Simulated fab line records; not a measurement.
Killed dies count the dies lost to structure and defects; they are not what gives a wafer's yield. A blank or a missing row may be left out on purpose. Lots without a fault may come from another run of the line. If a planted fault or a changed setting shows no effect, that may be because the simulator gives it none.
fab line records    flow n5Finfet
[record] lots = 5  wafers = 14  lastDay = 16
route steps=1938 shown BEOL_M10@1524 BEOL_M11@1536 PASSIVATION@1936
lots that met no fault: taken from a fault-free run of the same line
startH: start of the lot's first displayed wafer, in hours after the record's first day    waitH: hours elapsed since this lot's preceding step    " unchanged from the row above    L1.1+2: several wafers, shown together as one row    - value missing, or start not given    * or withheld: withheld    < > ~ a bound
route shown NAME@n: NAME is a module with steps in the file, n the number in the route of the first one    usual: mean/standard deviation taken from wafers without a fault    same: alike in all rows    chamber/n: place in a boat    sites: readings site by site    _std_site: how widely they spread, as a standard deviation    _edge_site: mean of outer sites minus mean of inner sites    radiusMm: for every site, how far away it sits from the centre of the wafer    mask NAME#n: copy n    behind: the tool/chamber that last shaped the wafer    hold: what put the lot on hold/how long, in hours/how the hold closed    device: names the non-switching transistor (n, p or np)    end of line: the tests these same wafers got at the end of their route    where a step has no rows: the recipe by itself    killed: not the wafer's yield, but the dies lost to structure and defects at the first sort    map: the dies of a wafer, with x for killed, . for not killed, _ for no die there
set.NAME: the setting that was run; set.NAME@STEP: the one run at that earlier step    model.NAME: the simulator's own value behind a step, which no gauge read
lots seen at some steps along the route; tables by step, rows by wafer
services: when a tool's chamber went out of use (startH, in hours from the record's first day, below 0 if earlier), for how many hours, and the reason
[[steps]]
[step N5_BEOL_M10_ALD_74]
[recipe] material = TaN  targetThkA = 20  tempC = 275  aldPrecursorFamily = PDMAT  aldCoReactant = NH3  pressureTorr = 3  carrierFlowSccm = 1500  pulseTimeS = 2  purgeTimeS = 3  coReactantPurgeTimeS = 2  coReactantPulseTimeS = 3  aldCycles = 40  precursorVesselTempC = 75  precursorVesselPressureTorr = 26.25  precursorVesselCarrierSccm = 1000
[step N5_BEOL_M10_SURFACE_TREAT_76]
[recipe] gas = Ar  timeS = *  ionEnergyEv = *  ionCurrentMaCm2 = 0.5  pressureMtorr = *  arFlowSccm = 30
[step N5_BEOL_M10_CVD_75]
[recipe] material = Co  targetThkA = 20  tempC = withheld  precursor = CCTBA/H2  pressureTorr = 30  timeS = 138.9
[step N5_BEOL_M10_SPUTTER_48]
[recipe] material = Cu  targetThkA = 120  tempC = -20  biasV = 60  powerW = 26000  chamberPressurePa = 0.13  timeS = 2
[usual] throttleValvePct = 30.5/1.2
lot.wafer  tool           chamber  startH  waitH  throttleValvePct
L500.1     pvdSputter-03  -        252.46  0.1    28.6
L500.3     "              -        "       "      30.9
L500.4     "              -        "       "      30.3
L504.2     pvdSputter-03  -        255.46  0.2    30.8
L504.3     "              -        "       "      28.7
L504.4     "              -        "       "      28.8
L507.1     pvdSputter-03  -        283.79  0.1    30.5
L507.3     "              -        "       "      29.0
L507.4     "              -        "       "      28.6
L509.2     pvdSputter-03  -        309.22  0.1    30.6
L509.5     "              -        "       "      30.9
L509.6     "              -        "       "      28.8
L511.1     pvdSputter-02  -        318.92  1.3    30.7
L511.4     "              -        "       "      29.7
[step N5_BEOL_M10_ECD_50]
[recipe] material = Cu  targetThkA = 3180
[step N5_BEOL_M10_ANNEAL_51]
[recipe] tempC = 225  timeS = 90  ambient = N2
[step N5_BEOL_M10_CMP_52]
[recipe] stopOn = SiCOH_lowk  tOverpolishS = 7  downForcePsi = 1  platenRpm = 50  clearingPlatenDownForcePsi = 1.5  clearingPlatenRpm = 50  postCmpClean = cuAlkaline  targetThkNm = 140  clearingPlatenPadVelocityMS = 0.99484  padVelocityMS = 0.99484
[step N5_BEOL_M10_THK_MEAS_53]
[recipe] thkMeasGauge = xrf  reads = Cu_of_BEOL_M10_ECD_50
[usual] M10_THK = 142.8/2.8
lot.wafer  tool          chamber  startH  waitH  M10_THK[nm]
L500.1     filmMetro-01  -        253.29  -      142.8
L500.3     "             -        "       "      142.0
L500.4     "             -        "       "      143.1
L504.2     filmMetro-02  -        256.29  -      143.8
L504.3     "             -        "       "      143.0
L504.4     "             -        "       "      144.4
L507.1     filmMetro-02  -        284.61  -      148.1
L507.3     "             -        "       "      143.7
L507.4     "             -        "       "      140.9
L509.2     filmMetro-01  -        310.11  -      144.1
L509.5     "             -        "       "      143.3
L509.6     "             -        "       "      136.1
L511.1     filmMetro-01  -        319.86  -      140.0
L511.4     "             -        "       "      142.7
[step N5_BEOL_M10_PRE_CLEAN_55]
[recipe] gas = NH3  timeS = 15  tempC = withheld  rfPowerW = 300
[step N5_BEOL_M10_DEP_56]
[recipe] material = SiCN  targetThkA = 150  tempC = withheld  precursor = 3MS/NH3  pressureTorr = 3  rfW = 202  timeS = 26.5
[usual] showerheadPlenumPTorr = 3.667/0.012  throttleValvePct = 9.3/0.64
lot.wafer  tool      chamber  startH  waitH  showerheadPlenumPTorr  throttleValvePct
L500.1     pecvd-01  1        253.35  0.0    3.660                  10.6
L500.3     "         2        "       "      3.661                  8.5
L500.4     "         0        "       "      3.667                  9.1
L504.2     pecvd-03  0        256.35  0.0    3.659                  9.1
L504.3     "         1        "       "      3.683                  8.7
L504.4     "         0        "       "      3.650                  9.0
L507.1     pecvd-01  1        284.67  0.0    3.670                  10.4
L507.3     "         2        "       "      3.660                  8.7
L507.4     "         1        "       "      3.666                  10.3
L509.2     pecvd-03  0        310.18  0.0    3.662                  9.0
L509.5     "         2        "       "      3.664                  9.4
L509.6     "         1        "       "      3.698                  8.3
L511.1     pecvd-01  1        319.92  0.0    3.660                  10.4
L511.4     "         2        "       "      3.663                  8.9
[step N5_BEOL_M10_RS_MEAS_57]
[recipe] thkMeasGauge = four-point-probe  reads = Cu_of_BEOL_M10_ECD_50+Co_of_BEOL_M10_CVD_75+TaN_of_BEOL_M10_ALD_74
[usual] M10_RS = 0.150/0.0034
lot.wafer  tool          chamber  startH  waitH  M10_RS[ohm/sq]
L500.1     filmMetro-02  -        253.42  0.1    0.150
L500.3     "             -        "       "      0.151
L500.4     "             -        "       "      0.150
L504.2     filmMetro-01  -        256.42  0.1    0.148
L504.3     "             -        "       "      0.150
L504.4     "             -        "       "      0.149
L507.1     filmMetro-02  -        284.74  0.1    0.143
L507.3     "             -        "       "      0.147
L507.4     "             -        "       "      0.151
L509.2     filmMetro-02  -        310.25  0.1    0.149
L509.5     "             -        "       "      0.150
L509.6     "             -        "       "      0.159
L511.1     filmMetro-01  -        319.99  0.1    0.153
L511.4     "             -        "       "      0.150
[step N5_BEOL_M10_INSPECT_58]
[recipe] inspectInstrument = darkfield  mode = postDep
[usual] rawDefectCount = 69/23
lot.wafer  tool              chamber  startH  waitH  rawDefectCount
L500.1     defectInspect-02  -        253.45  0.0    67
L500.3     "                 -        "       "      68
L500.4     "                 -        "       "      102
L504.2     defectInspect-02  -        256.45  0.0    80
L504.3     "                 -        "       "      60
L504.4     "                 -        "       "      56
L507.1     defectInspect-01  -        284.77  0.0    67
L507.3     "                 -        "       "      68
L507.4     "                 -        "       "      41
L509.2     defectInspect-01  -        310.27  0.0    56
L509.5     "                 -        "       "      74
L509.6     "                 -        "       "      51
L511.1     defectInspect-01  -        320.02  0.0    59
L511.4     "                 -        "       "      60
[step N5_BEOL_M11_ILD_DEP_00]
[recipe] material = SiCOH_lowk  targetThkA = 3085.1  tempC = 300  precursor = DEMS/porogen  pressureTorr = 5  rfW = 500  timeS = 58
[usual] heaterPowerW = 306/53  showerheadPlenumPTorr = 5.744/0.014  throttleValvePct = 13.9/0.73
lot.wafer  tool      chamber  startH  waitH  heaterPowerW  showerheadPlenumPTorr  throttleValvePct  model.SiCOH_lowk_of_BEOL_M11_ILD_DEP_00.thkNm
L500.1     pecvd-04  1        253.49  0.0    378           5.757                  15.1              303
L500.3     "         0        "       "      182           5.751                  15.2              303
L500.4     "         1        "       "      386           5.751                  14.9              313
L504.2     pecvd-04  1        256.49  0.0    386           5.757                  14.9              308.4
L504.3     "         0        "       "      222           5.744                  15.3              301.2
L504.4     "         2        "       "      234           5.750                  12.8              308.8
L507.1     pecvd-04  1        284.81  0.0    336           5.759                  15.0              301.6
L507.3     "         0        "       "      195           5.740                  15.2              298.4
L507.4     "         1        "       "      340           5.752                  15.0              307
L509.2     pecvd-02  0        310.31  0.0    369           5.736                  14.1              310
L509.5     "         2        "       "      296           5.756                  13.5              311.2
L509.6     "         1        "       "      281           5.737                  13.5              309
L511.1     pecvd-02  2        320.06  0.0    272           5.757                  13.6              305.8
L511.4     "         2        "       "      287           5.768                  13.5              297.4
[step N5_BEOL_M11_CURE_71]
[recipe] tempC = 385  timeS = 240  ambient = He/Ar  material = SiCOH_lowk
[usual] lampPowerPct = 52.31/0.057  wafer_temp_C_max = 387.1/0.75
lot.wafer  tool       chamber  startH  waitH  lampPowerPct  wafer_temp_C_max
L500.1     uvCure-01  0        253.56  0.0    52.34         387.2
L500.3     "          0        "       "      52.31         386.9
L500.4     "          0        "       "      52.40         387.0
L504.2     uvCure-03  2        256.72  0.2    52.42         386.5
L504.3     "          2        "       "      52.22         386.1
L504.4     "          2        "       "      52.24         386.3
L507.1     uvCure-01  1        284.88  0.0    52.37         388.4
L507.3     "          1        "       "      52.30         388.4
L507.4     "          1        "       "      52.29         388.4
L509.2     uvCure-03  1        310.47  0.1    52.35         388.1
L509.5     "          1        "       "      52.34         387.0
L509.6     "          1        "       "      52.32         388.6
L511.1     uvCure-02  0        320.37  0.3    52.33         386.9
L511.4     "          0        "       "      52.32         386.7
[step N5_BEOL_M11_THK_MEAS_01]
[recipe] reads = SiCOH_lowk_of_BEOL_M11_ILD_DEP_00
[usual] M11_ILD_THK = 268/3.5
lot.wafer  tool          chamber  startH  waitH  M11_ILD_THK[nm]
L500.1     filmMetro-02  -        254.08  0.4    263
L500.3     "             -        "       "      263
L500.4     "             -        "       "      272
L504.2     filmMetro-02  -        257.56  0.7    268
L504.3     "             -        "       "      261
L504.4     "             -        "       "      268
L507.1     filmMetro-02  -        285.40  0.4    262
L507.3     "             -        "       "      259
L507.4     "             -        "       "      267
L509.2     filmMetro-02  -        310.90  0.4    269
L509.5     "             -        "       "      270
L509.6     "             -        "       "      268
L511.1     filmMetro-01  -        320.88  0.4    266
L511.4     "             -        "       "      258
[step N5_BEOL_M11_PECVD_70]
[recipe] material = SiO2  targetThkA = 200  tempC = 400  precursor = TEOS/O2  pressureTorr = 5.5  rfW = 450  teosFlowSccm = 53.8  gas = O2  flowSccm = 3000  timeS = 22.7
[usual] heaterPowerW = 698/85  showerheadPlenumPTorr = 8.81/0.059  throttleValvePct = 22.5/1.2
lot.wafer  tool      chamber  startH  waitH  heaterPowerW  showerheadPlenumPTorr  throttleValvePct
L500.1     pecvd-03  0        254.11  0.0    692           8.72                   22.8
L500.3     "         2        "       "      693           8.82                   22.4
L500.4     "         0        "       "      700           8.74                   22.7
L504.2     pecvd-04  1        257.59  0.0    809           8.86                   24.0
L504.3     "         2        "       "      632           8.80                   20.8
L504.4     "         2        "       "      651           8.76                   20.9
L507.1     pecvd-03  0        285.43  0.0    756           8.75                   23.1
L507.3     "         2        "       "      645           8.82                   22.4
L507.4     "         2        "       "      675           8.79                   22.7
L509.2     pecvd-02  1        310.94  0.0    770           8.75                   21.8
L509.5     "         1        "       "      762           8.78                   21.7
L509.6     "         0        "       "      830           8.74                   22.6
L511.1     pecvd-03  0        320.92  0.0    792           8.72                   22.5
L511.4     "         2        "       "      760           8.82                   22.7
[step N5_BEOL_M11_HM_DEP_02]
[recipe] material = TiN  targetThkA = 200  tempC = 25  chamberPressurePa = 0.49996
[step N5_BEOL_M11_COAT_59]
[recipe] resist = SOC  tempC = 250  timeS = 60  spinRpm = 1500  resistThkNm = 100
[step N5_BEOL_M11_COAT_60]
[recipe] resist = SiARC  tempC = 220  timeS = 60  spinRpm = 1500  resistThkNm = 30
[step N5_BEOL_M11_COAT_05]
[recipe] resist = CAR-ArF  spinRpm = 1500  resistThkNm = 90
[step N5_BEOL_M11_EBR_07]
[recipe] solvent = PGMEA  ebrWidthMm = 1.5
[step N5_BEOL_M11_SOFTBAKE_06]
[recipe] tempC = 110  timeS = 60  resist = CAR-ArF
[step N5_BEOL_M11_EXPOSE_08]
[recipe] maskId = M11  na = 1.35  sourceShape = dipole  sigmaInner = 0.411  sigmaOuter = 0.611  polarization = te  doseMj = 53.75
[step N5_BEOL_M11_PEB_09]
[recipe] pebTempC = withheld  pebTimeS = 60  resist = CAR-ArF
[step N5_BEOL_M11_DEVELOP_10]
[recipe] developTimeS = 30  developer = TMAH  resist = CAR-ArF  rinseLiquid = diw  dry = airSpin  devTempC = 23
[step N5_BEOL_M11_CD_MEAS_11]
[recipe] targetCdNm = 64.1  landingEnergyEv = 500  detector = seInlens  polarity = opening
[usual] cdNm = 64.2/0.6
lot.wafer  tool      chamber  startH  waitH  cdNm
L500.1     cdSem-02  0        257.10  -      64.9
L500.3     "         0        "       "      64.5
L500.4     "         0        "       "      64.4
L504.2     cdSem-02  0        260.87  -      63.8
L504.3     "         0        "       "      64.0
L504.4     "         0        "       "      64.1
L507.1     cdSem-02  0        286.90  -      63.1
L507.3     "         0        "       "      63.0
L507.4     "         0        "       "      63.8
L509.2     cdSem-03  0        312.42  -      63.6
L509.5     "         0        "       "      63.9
L509.6     "         0        "       "      63.5
L511.1     cdSem-02  0        321.72  -      65.4
L511.4     "         0        "       "      64.0
[step N5_BEOL_M11_OVL_MEAS_12]
[recipe] pointsPerWafer = 44
[usual] M11_OVL = -0.3/0.76
lot.wafer  tool        chamber  startH  waitH  M11_OVL[nm]
L500.1     overlay-01  0        257.13  0.0    -0.6
L500.3     "           0        "       "      -1.1
L500.4     "           0        "       "      -1.6
L504.2     overlay-02  0        260.90  0.0    -0.2
L504.3     "           0        "       "      1.0
L504.4     "           0        "       "      -0.2
L507.1     overlay-02  0        286.93  0.0    0.1
L507.3     "           0        "       "      -0.8
L507.4     "           0        "       "      0.5
L509.2     overlay-01  0        312.45  0.0    -0.9
L509.5     "           0        "       "      -0.7
L509.6     "           0        "       "      -0.8
L511.1     overlay-01  0        321.76  0.0    -0.2
L511.4     "           0        "       "      -0.2
[step N5_BEOL_M11_INSPECT_13]
[recipe] mode = adi  inspectInstrument = brightfield
[usual] rawDefectCount = 433/93
lot.wafer  tool              chamber  startH  waitH  rawDefectCount
L500.1     defectInspect-02  -        257.15  0.0    318
L500.3     "                 -        "       "      545
L500.4     "                 -        "       "      335
L504.2     defectInspect-02  -        260.92  0.0    667
L504.3     "                 -        "       "      536
L504.4     "                 -        "       "      440
L507.1     defectInspect-02  -        286.96  0.0    367
L507.3     "                 -        "       "      389
L507.4     "                 -        "       "      279
L509.2     defectInspect-02  -        312.48  0.0    313
L509.5     "                 -        "       "      454
L509.6     "                 -        "       "      327
L511.1     defectInspect-02  -        321.78  0.0    377
L511.4     "                 -        "       "      543
[step N5_BEOL_M11_DESCUM_16]
[recipe] chemistry = O2  timeS = 7.9  sourcePowerW = 50  biasPowerW = 20  pressureMtorr = 20  rfFrequencyHz = 2.712e+07  tempC = 40  resist = CAR-ArF  o2FlowSccm = 225
[usual] drypumpMotorCurrentA = 5.5/0.5  oesProductAu = 0.76/0.071  rfVppV = 243.5/1.6  showerheadPlenumPTorr = 2.11/0.092  throttleValvePct = 20.54/0.22
lot.wafer  tool        chamber  startH  waitH  drypumpMotorCurrentA  oesProductAu  rfHoursCounterH  rfVppV  showerheadPlenumPTorr  throttleValvePct
L500.1     rieDiel-02  0        257.19  0.0    5.3                   0.71          192              243.6   2.07                   20.60
L500.3     "           2        "       "      6.0                   0.76          134              239.1   1.93                   20.83
L500.4     "           3        "       "      5.6                   0.82          77               243.9   2.19                   20.31
L504.2     rieDiel-02  0        261.26  0.3    5.3                   0.72          193              244.0   2.06                   20.61
L504.3     "           1        "       "      4.9                   0.68          226              241.9   1.98                   20.10
L504.4     "           2        "       "      6.1                   0.76          135              239.5   1.93                   20.83
L507.1     rieDiel-03  1        286.99  0.0    5.2                   0.70          186              242.4   2.08                   20.77
L507.3     "           2        "       "      6.5                   0.72          188              243.8   2.15                   20.21
L507.4     "           0        "       "      5.3                   0.71          207              244.1   2.07                   20.69
L509.2     rieDiel-01  1        312.51  0.0    5.8                   0.82          76               245.9   2.21                   20.70
L509.5     "           1        "       "      5.8                   0.82          -                244.9   2.21                   20.71
L509.6     "           0        "       "      6.1                   0.68          -                244.1   2.16                   20.62
L511.1     rieDiel-01  3        321.81  0.0    5.2                   0.73          198              243.3   2.07                   20.67
L511.4     "           1        "       "      5.8                   0.82          80               245.5   2.21                   20.72
[step N5_BEOL_M11_ETCH_61]
[recipe] chemistry = CF4  target = SiARC  targetDepthA = 390  maskMaterial = CAR-ArF  timeS = 65  ionEnergyEv = 80  pressureMtorr = 40  sourceW = 545  biasW = 36  Ar_flow_sccm = 100  cf4FlowSccm = 100  ends = cleared
[step N5_BEOL_M11_ETCH_62]
[recipe] chemistry = N2/H2  target = SOC  targetDepthA = 1100  overetchA = 220  maskMaterial = SiARC  tempC = 40  timeS = 165  ionEnergyEv = 200  pressureMtorr = 30  sourceW = 840  biasW = 150  n2FlowSccm = 200  h2FlowSccm = 200
[step N5_BEOL_M11_STRIP_68]
[recipe] chemistry = N2/H2  tempC = 40  n2FlowSccm = 200  h2FlowSccm = 200  rfFrequencyHz = 6e+07
[step N5_BEOL_M11_STRIP_67]
[recipe] chemistry = CF4  resist = SiARC  powerW = 300  biasPowerW = 75  pressureMtorr = 50  cf4FlowSccm = 150  rfFrequencyHz = 6e+07
[step N5_BEOL_M11_HM_OPEN_17]
[recipe] chemistry = Cl2/BCl3  targetDepthA = 200  overetchA = 60  target = TiN  maskMaterial = SOC  ionEnergyEv = 150  pressureMtorr = 10  icpW = 1000  biasW = 126  Cl2_flow_sccm = 53.25  bcl3FlowSccm = 21.75  Ar_flow_sccm = 25
[step N5_BEOL_M11_STRIP_19]
[recipe] chemistry = O2  powerW = 400  tempC = 40  pressureMtorr = 30  rfFrequencyHz = 6e+07  biasPowerW = 0  overashFraction = 0.2  o2FlowSccm = 225
[step N5_BEOL_M11_CD_MEAS_18]
[recipe] pitchNm = 140  targetCdNm = 70
[usual] cdNm = 70.0/0.71
lot.wafer  tool      chamber  startH  waitH  cdNm
L500.1     cdSem-02  -        257.64  0.0    71.1
L500.3     "         -        "       "      70.3
L500.4     "         -        "       "      70.0
L504.2     cdSem-03  -        261.86  0.1    69.8
L504.3     "         -        "       "      69.6
L504.4     "         -        "       "      69.9
L507.1     cdSem-03  -        287.45  0.0    68.1
L507.3     "         -        "       "      69.4
L507.4     "         -        "       "      69.3
L509.2     cdSem-01  -        313.23  0.1    69.3
L509.5     "         -        "       "      69.8
L509.6     "         -        "       "      69.4
L511.1     cdSem-02  -        322.29  0.0    71.1
L511.4     "         -        "       "      69.5
[step N5_BEOL_M11_COAT_63]
[recipe] resist = SOC  tempC = 250  timeS = 60  spinRpm = 1500  resistThkNm = 100
[step N5_BEOL_M11_COAT_64]
[recipe] resist = SiARC  tempC = 220  timeS = 60  spinRpm = 1500  resistThkNm = 30
[step N5_BEOL_M11_COAT_22]
[recipe] resist = CAR-ArF  spinRpm = 1500  resistThkNm = 90
[step N5_BEOL_M11_EBR_24]
[recipe] solvent = PGMEA  ebrWidthMm = 1.5
[step N5_BEOL_M11_SOFTBAKE_23]
[recipe] tempC = 110  timeS = 60  resist = CAR-ArF
[step N5_BEOL_M11_EXPOSE_25]
[recipe] maskId = V10  na = 1.35  sourceShape = annular  sigmaInner = 0.5  sigmaOuter = 0.8  polarization = unpolarized  doseMj = 85.5
[step N5_BEOL_M11_CMP_52]
[recipe] stopOn = SiCOH_lowk  tOverpolishS = 7  downForcePsi = 1  platenRpm = 50  clearingPlatenDownForcePsi = 1.5  clearingPlatenRpm = 50  postCmpClean = cuAlkaline  targetThkNm = 140  clearingPlatenPadVelocityMS = 0.99484  padVelocityMS = 0.99484
[usual] clearingPlatenDownForcePsi = 1.501/0.0031  motorCurrentA = 6.2/0.39
lot.wafer  tool    chamber  startH  waitH  clearingPlatenDownForcePsi  motorCurrentA  model.SiCOH_lowk_of_BEOL_M11_ILD_DEP_00.thkNm
L500.3     cmp-04  1        262.72  0.2    1.500                       6.6            260.2
L500.4     "       2        "       "      1.502                       6.4            269
L500.1     "       3        "       "      1.503                       6.2            260.2
L504.3     cmp-02  2        267.87  0.2    1.502                       6.2            258.6
L504.4     "       3        "       "      1.498                       6.0            265.4
L504.2     "       0        "       "      1.502                       6.3            265
L507.1     cmp-04  1        292.41  0.3    1.501                       6.7            258.8
L507.4     "       2        "       "      1.503                       6.4            263.8
L507.3     "       0        "       "      1.504                       5.3            256
L509.2     cmp-03  2        320.43  0.3    1.500                       6.4            266.2
L509.5     "       3        "       "      1.501                       7.1            267.4
L509.6     "       0        "       "      1.498                       5.7            265.4
L511.4     cmp-04  1        327.74  0.2    1.505                       7.1            255.2
L511.1     "       2        "       "      1.502                       6.4            262.6
[step N5_PASSIVATION_PROBE_49]
[usual] defectLimitedYield = 91.6/1.2  killed_at_M0_to_M3 = 33/9.4  killed_at_M4_up = 13/5.2  killedAtContacts = 13/5.6  killedAtFrontEnd = 37/9.5  killedAtOther = 4/3.1  killedDies = 99/15  killedOpen = 65/11  killedShort = 32/7.5  sort_bin_5_function = 4.9/0.77  sort_bin_6_memory = 3.1/0.65  sortNPass = 1081/15  sortYieldPct = 91.6/1.2
[same] grossDies = 1180  killedAtBackSide = 0  sort_bin_4_leakage[%] = 0  sort_bin_8_speed[%] = 0
lot.wafer  tool       chamber  startH  waitH  defectLimitedYield[%]  killed_at_M0_to_M3  killed_at_M4_up  killedAtContacts  killedAtFrontEnd  killedAtOther  killedDies  killedOpen  killedShort  sort_bin_5_function[%]  sort_bin_6_memory[%]  sortNPass  sortYieldPct[%]
L507.1     prober-01  -        339.76  0.0    93.2                   33                  14               4                 23                6              80          52          28           3.8                     2.7                   1100       93.2
L507.3     prober-01  -        339.86  0.1    92.5                   22                  9                12                36                9              88          57          31           4.6                     2.7                   1092       92.5
L507.4     prober-01  -        339.91  0.2    91.5                   30                  10               16                32                12             100         62          37           5.3                     2.6                   1080       91.5
L509.2     prober-01  -        368.25  0.1    89.1                   42                  13               10                58                6              129         87          42           6.4                     4.2                   1051       89.1
L509.6     prober-01  -        368.45  0.3    88.5                   54                  19               19                43                1              136         106         30           6.5                     4.6                   1044       88.5
// killed by level:class
L507.1 BEOL_M0_SAQP:geometricParticle:short=10 BEOL_M0_SAQP:geometricParticle:open=9 BEOL_M4:geometricParticle:open=8 STI_FIN_REVEAL:geometricParticle:open=7 BEOL_M2:geometricParticle:open=6 FIN_SAQP:geometricParticle:open=5 BEOL_M3:geometricParticle:open=5 MOL_CONTACT_COAG:geometricParticle:open=4
L507.3 STI_FIN_REVEAL:geometricParticle:open=10 BEOL_M2:geometricParticle:open=8 MOL_CONTACT_COAG:geometricParticle:open=7 STARTING-WAFER:geometricParticle:short=6 MOL_CONTACT_COAG:geometricParticle:short=5 BEOL_M0_SAQP:geometricParticle:short=4 FIN_SAQP:geometricParticle:short=3 DUMMY_GATE:geometricParticle:open=3
L507.4 MOL_CONTACT_COAG:geometricParticle:open=14 FIN_SAQP:geometricParticle:short=8 BEOL_M2:geometricParticle:open=8 BEOL_M3:geometricParticle:open=8 PAD_METAL:geometricParticle:short=6 ILD0:geometricParticle:short=6 BEOL_M0_SAQP:geometricParticle:open=6 STI_FIN_REVEAL:geometricParticle:open=5
L509.2 STI_FIN_REVEAL:geometricParticle:open=18 BEOL_M0_SAQP:geometricParticle:open=17 FIN_SAQP:geometricParticle:short=10 BEOL_M0_SAQP:geometricParticle:short=9 MOL_CONTACT_COAG:geometricParticle:open=8 FIN_SAQP:geometricParticle:open=7 BEOL_M4:geometricParticle:open=6 GATE_CUT:geometricParticle:short=5
L509.6 BEOL_M0_SAQP:geometricParticle:open=18 STI_FIN_REVEAL:geometricParticle:open=16 MOL_CONTACT_COAG:geometricParticle:open=15 FIN_SAQP:geometricParticle:open=11 BEOL_M2:geometricParticle:open=10 BEOL_M0_SAQP:geometricParticle:short=10 STARTING-WAFER:geometricParticle:open=6 BEOL_M1:geometricParticle:open=5
[[services]]
tool           chamber  startH  hours  kind
pecvd-02       -        228.51  0.7    repair
uvCure-01      -        233.12  2.1    pm
cmp-02         -        236.26  5.6    pm
pvdSputter-02  -        238.19  1.5    repair
uvCure-02      -        242.01  0.8    repair
cmp-02         -        245.99  3.0    repair
rieDiel-01     -        250.99  1.8    repair
pecvd-03       0        262.20  2.1    scheduledDown
cmp-02         -        263.63  1.8    repair
pecvd-04       -        275.15  6.0    pm
pecvd-02       2        276.66  6.6    repair
cmp-04         -        278.18  1.3    repair
pvdSputter-02  -        285.64  5.0    repair
pecvd-02       -        286.30  0.9    repair
rieDiel-02     2        286.38  3.2    repair
uvCure-02      -        289.93  16.1   repair
cmp-02         -        304.06  5.2    repair
cmp-04         -        306.26  4.0    pm
pecvd-03       -        311.16  3.1    repair
cmp-02         -        312.51  2.7    repair
pecvd-01       1        320.58  8.3    repair
rieDiel-03     3        322.36  15.4   repair
cmp-02         -        323.23  0.9    repair
uvCure-01      -        326.29  0.4    repair
[[key]]
firstSign none at tools or gauges
[modelEffect] step = N5_BEOL_M11_ILD_DEP_00  value = SiCOH_lowk_of_BEOL_M11_ILD_DEP_00.thkNm  without = 315.8  struck = 297.4
[modelEffect] step = N5_BEOL_M11_CMP_52  value = SiCOH_lowk_of_BEOL_M11_ILD_DEP_00.thkNm  without = 271.6  struck = 255.2
metAt N5_BEOL_M11_ILD_DEP_00
struckWafers L511.4
onsetBetween 310.31 320.06
[fault] kind = processParameterDrift  tool = pecvd-02  chamber = -  onsetH = 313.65  steps = N5_BEOL_M11_ILD_DEP_00  channel = targetThkA  offset = *  shape = step  endH = 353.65  scope = struckWafersOnly  actsIn = *  stated = *
